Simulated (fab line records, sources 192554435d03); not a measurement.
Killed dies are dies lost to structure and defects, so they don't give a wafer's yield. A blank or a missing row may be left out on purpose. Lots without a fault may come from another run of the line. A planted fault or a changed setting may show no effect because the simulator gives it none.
Which tool did it? | flow n5_finfet | 12 lots, 36 wafers sampled, at 1 step of a route of 1938

WHAT THE GAUGES READ, wafer by wafer
N5_BEOL_M0_SAQP_INSPECT_16: inspects for defects (brightfield).
lot  | measured     | on                | raw_defect_count
L075 | day 5 22:53  | defect_inspect-01 | 582 563 428
L077 | day 6 22:56  | defect_inspect-02 | 601 455 787
L079 | day 6 23:22  | defect_inspect-02 | 362 302 581
L081 | day 7 08:48  | defect_inspect-01 | 747 688 1141
L083 | day 7 18:18  | defect_inspect-02 | 673 480 429
L085 | day 8 07:32  | defect_inspect-01 | 916 643 722
L087 | day 8 21:32  | defect_inspect-02 | 383 456 530
L089 | day 9 07:00  | defect_inspect-02 | 410 287 421
L091 | day 9 15:00  | defect_inspect-02 | 389 288 311
L093 | day 10 05:38 | defect_inspect-02 | 546 347 339
L095 | day 10 17:35 | defect_inspect-01 | 551 561 454
L097 | day 11 04:33 | defect_inspect-01 | 449 674 478

WHICH TOOL RAN EACH LOT (tool, then ch and the chambers of the sampled wafers, then the start)
The record holds no process step before these readings.

THE ANSWER, worked out from the rows above alone
Rule: what is usual is taken from the lots themselves. Put in order of their means at a reading, lots are off if they are a third of the lots or fewer, leave a main group of 4 or more, and stand apart from it by a gap of 3 or more times the standard deviation of the main group's means; of several such gaps the widest counts. A main group whose means are all the same, to the digits that the tables above print for the reading, isn't used. A lot without any number at a reading at which 4 lots or more have one is off too. The other lots that the step has rows for count as sound.
No lot is off at any reading shown: from this, nothing can be told.

WHAT THE SIMULATOR HAD PUT IN
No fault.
